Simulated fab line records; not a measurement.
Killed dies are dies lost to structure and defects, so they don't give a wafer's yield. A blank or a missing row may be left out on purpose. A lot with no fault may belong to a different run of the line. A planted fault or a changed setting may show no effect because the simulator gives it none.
Which of the tools did it? ; flow n5_finfet ; Sampling: 24 lots, 72 wafers, 5 of 1938 route steps

== WHAT THE GAUGES READ, wafer by wafer ==
N5_BEOL_M8_CD_MEAS_11: target cd 38.5 nm.
lot;measured;on;cd_nm (nm)
L074;day 9 12:59;cd_sem-03;38.7 38.8 38.8
L075;day 9 15:35;cd_sem-03;38.3 38.0 38.8
L076;day 9 19:35;cd_sem-02;38.3 37.6 37.8
L078;day 9 23:43;cd_sem-02;38.4 38.1 38.2
L077;day 10 03:52;cd_sem-02;38.8 38.6 38.2
L079;day 10 20:52;cd_sem-03;38.2 37.9 37.8
L080;day 11 08:23;cd_sem-03;38.7 38.8 38.9
L081;day 11 13:15;cd_sem-02;38.9 38.7 38.8
L087;day 12 14:51;cd_sem-03;39.2 38.9 38.5
L083;day 12 15:20;cd_sem-02;38.3 38.5 38.5
L084;day 12 15:30;cd_sem-01;38.5 38.6 38.5
L086;day 12 19:08;cd_sem-02;38.2 39.5 38.7
L082;day 12 19:18;cd_sem-02;38.9 38.0 38.8
L085;day 13 08:52;cd_sem-02;38.4 38.1 38.1
L088;day 13 12:44;cd_sem-01;38.2 38.3 38.4
L089;day 14 03:17;cd_sem-02;38.7 39.0 39.0
L090;day 14 06:40;cd_sem-01;38.7 38.6 38.7
L091;day 14 06:56;cd_sem-01;38.1 38.5 37.8
L092;day 14 14:24;cd_sem-02;38.7 38.3 38.6
L093;day 14 14:41;cd_sem-03;38.9 38.8 38.8
L094;day 14 17:35;cd_sem-03;38.7 38.5 38.5
L095;day 14 21:36;cd_sem-01;38.4 38.4 39.0
L096;day 15 02:21;cd_sem-03;38.3 38.4 38.4
L097;day 16 01:05;cd_sem-03;38.8 37.8 39.1

N5_BEOL_M8_INSPECT_30: inspects for defects (brightfield).
lot;measured;on;raw_defect_count
L074;day 9 14:05;defect_inspect-02;503 558 684
L075;day 9 16:42;defect_inspect-01;461 757 585
L076;day 9 23:02;defect_inspect-02;489 412 379
L078;day 10 02:12;defect_inspect-01;473 360 478
L077;day 10 05:20;defect_inspect-02;265 487 362
L079;day 11 00:02;defect_inspect-02;455 356 497
L080;day 11 09:28;defect_inspect-01;249 277 224
L081;day 11 16:20;defect_inspect-01;710 597 513
L087;day 12 18:08;defect_inspect-01;357 503 457
L083;day 12 18:05;defect_inspect-02;455 415 351
L084;day 12 18:10;defect_inspect-01;252 335 317
L086;day 12 21:11;defect_inspect-01;503 455 408
L082;day 12 21:24;defect_inspect-02;396 629 559
L085;day 13 12:38;defect_inspect-01;242 285 310
L088;day 13 14:16;defect_inspect-02;482 379 426
L089;day 14 05:33;defect_inspect-01;395 438 417
L090;day 14 09:38;defect_inspect-01;344 343 452
L091;day 14 09:48;defect_inspect-01;341 288 403
L092;day 14 15:50;defect_inspect-02;306 444 387
L093;day 14 16:01;defect_inspect-01;288 295 330
L094;day 14 20:02;defect_inspect-01;360 362 331
L095;day 14 22:37;defect_inspect-02;367 346 341
L096;day 15 07:26;defect_inspect-01;430 482 452
L097;day 16 03:44;defect_inspect-01;449 277 296

N5_BEOL_M8_OCD_MEAS_38.
lot;measured;on;trench_depth_nm (nm)
L074;day 9 14:34;ocd-02;93.3 93.1 92.2
L075;day 9 17:10;ocd-01;92.4 92.7 92.1
L076;day 9 23:30;ocd-02;92.7 91.5 91.1
L078;day 10 02:40;ocd-01;94.6 93.6 94.2
L077;day 10 05:59;ocd-01;92.6 93.7 91.5
L079;day 11 00:30;ocd-02;94.1 92.8 93.7
L080;day 11 10:25;ocd-02;92.6 93.1 94.3
L081;day 11 16:58;ocd-02;95.4 95.1 94.4
L087;day 12 19:09;ocd-01;93.6 91.5 92.5
L083;day 12 19:09;ocd-02;94.5 93.2 94.9
L084;day 12 19:11;ocd-02;95.0 94.1 93.9
L086;day 12 21:55;ocd-01;94.3 93.0 95.2
L082;day 12 22:19;ocd-02;93.9 95.3 93.2
L085;day 13 13:08;ocd-02;94.8 94.7 93.3
L088;day 13 14:47;ocd-01;93.2 94.1 93.8
L089;day 14 06:01;ocd-01;91.0 92.0 91.3
L090;day 14 10:38;ocd-01;92.3 92.9 91.8
L091;day 14 10:49;ocd-01;95.5 94.9 92.8
L092;day 14 16:18;ocd-01;93.2 94.5 92.3
L093;day 14 16:46;ocd-02;92.9 92.6 92.7
L094;day 14 20:41;ocd-01;93.1 92.6 91.9
L095;day 14 23:05;ocd-02;92.2 93.1 93.2
L096;day 15 08:13;ocd-01;92.1 93.1 92.7
L097;day 16 04:12;ocd-02;93.3 93.2 92.0

N5_BEOL_M8_INSPECT_58: inspects for defects (darkfield).
lot;measured;on;raw_defect_count
L074;day 9 17:19;defect_inspect-02;66 90 74
L075;day 9 20:28;defect_inspect-02;68 103 127
L076;day 10 02:40;defect_inspect-01;30 33 50
L078;day 10 04:52;defect_inspect-02;108 82 69
L077;day 10 08:56;defect_inspect-01;88 68 56
L079;day 11 03:30;defect_inspect-02;58 53 50
L080;day 11 13:04;defect_inspect-02;67 58 64
L081;day 11 19:36;defect_inspect-01;46 64 82
L087;day 12 22:10;defect_inspect-02;82 59 70
L083;day 12 22:26;defect_inspect-02;61 38 56
L084;day 12 22:22;defect_inspect-02;99 64 83
L086;day 13 00:34;defect_inspect-01;41 55 58
L082;day 13 00:51;defect_inspect-01;61 58 77
L085;day 13 16:17;defect_inspect-01;87 76 68
L088;day 13 18:47;defect_inspect-02;65 58 141
L089;day 14 08:30;defect_inspect-01;64 73 89
L090;day 14 14:22;defect_inspect-01;58 71 42
L091;day 14 14:37;defect_inspect-01;48 59 67
L092;day 14 19:28;defect_inspect-01;111 61 71
L093;day 14 20:02;defect_inspect-01;60 54 63
L094;day 14 23:41;defect_inspect-01;46 65 55
L095;day 15 03:22;defect_inspect-01;84 75 98
L096;day 15 10:47;defect_inspect-01;69 90 81
L097;day 16 07:04;defect_inspect-01;73 63 92

== WHAT TOOL EACH LOT RAN ON (gives the tool, then ch and the chambers of the sampled wafers, and finally the start) ==
lot;N5_BEOL_M8_ANNEAL_51
L074;rtp_anneal-02 ch 0, day 9 16:38
L075;rtp_anneal-01 ch 0, day 9 19:45
L076;rtp_anneal-01 ch 0, day 10 01:55
L078;rtp_anneal-02 ch 0, day 10 04:07
L077;rtp_anneal-01 ch 0, day 10 08:11
L079;rtp_anneal-01 ch 0, day 11 02:45
L080;rtp_anneal-01 ch 0, day 11 12:19
L081;rtp_anneal-01 ch 0, day 11 18:52
L087;rtp_anneal-01 ch 0, day 12 21:31
L083;rtp_anneal-01 ch 0, day 12 21:44
L084;rtp_anneal-02 ch 0, day 12 21:43
L086;rtp_anneal-02 ch 0, day 12 23:56
L082;rtp_anneal-02 ch 0, day 13 00:13
L085;rtp_anneal-01 ch 0, day 13 15:35
L088;rtp_anneal-01 ch 0, day 13 18:02
L089;rtp_anneal-02 ch 0, day 14 07:44
L090;rtp_anneal-02 ch 0, day 14 13:35
L091;rtp_anneal-02 ch 0, day 14 13:52
L092;rtp_anneal-01 ch 0, day 14 18:52
L093;rtp_anneal-01 ch 0, day 14 19:16
L094;rtp_anneal-02 ch 0, day 14 22:59
L095;rtp_anneal-02 ch 0, day 15 02:39
L096;rtp_anneal-02 ch 0, day 15 10:01
L097;rtp_anneal-01 ch 0, day 16 06:18
- N5_BEOL_M8_ANNEAL_51: time 90 s.

== AS READ BY THE TOOLS THEMSELVES (means over the sampled wafers that have a number; for cases with no such wafer, the mark the record gives instead) ==
N5_BEOL_M8_ANNEAL_51.
lot;tool;anneal_temp_c_max;wafer_temp_C_max
L074;rtp_anneal-02;225.79;226.03
L075;rtp_anneal-01;225.95;225.77
L076;rtp_anneal-01;226.11;225.71
L078;rtp_anneal-02;225.66;226.21
L077;rtp_anneal-01;225.72;225.58
L079;rtp_anneal-01;226.01;225.65
L080;rtp_anneal-01;226.15;225.73
L081;rtp_anneal-01;225.75;225.82
L087;rtp_anneal-01;226.06;225.75
L083;rtp_anneal-01;225.78;225.71
L084;rtp_anneal-02;225.67;226.14
L086;rtp_anneal-02;225.63;225.77
L082;rtp_anneal-02;225.70;225.81
L085;rtp_anneal-01;225.90;225.77
L088;rtp_anneal-01;225.88;225.69
L089;rtp_anneal-02;225.83;226.06
L090;rtp_anneal-02;225.53;225.92
L091;rtp_anneal-02;225.89;225.97
L092;rtp_anneal-01;225.80;225.67
L093;rtp_anneal-01;225.74;225.68
L094;rtp_anneal-02;225.73;225.79
L095;rtp_anneal-02;225.86;225.90
L096;rtp_anneal-02;225.72;226.14
L097;rtp_anneal-01;225.83;225.75

== THE ANSWER, worked out from the rows above alone ==
Rule: what is usual is taken from the lots themselves. The widest of any qualifying gaps counts: lots, ordered by their means at a reading, are off when they make up no more than a third of the lots, leave a main group of 4 or more, and stand apart from it by 3 or more times the standard deviation of that group's means. If all means in a main group match to the digits the tables above print for the reading, that group is not used. A lot without any number at a reading at which 4 lots or more have one is off too. Any other lot the step has rows for is counted as sound. First the gauges in route order, then the tools' own readings, where a lot's mean is used as printed above. The first step at which some lot is off is used, and at that step the reading that is off furthest; a lot without a number counts as furthest.
No lot is off on any of the readings shown, so nothing can be concluded from this.

== WHAT THE SIMULATOR PUT IN ==
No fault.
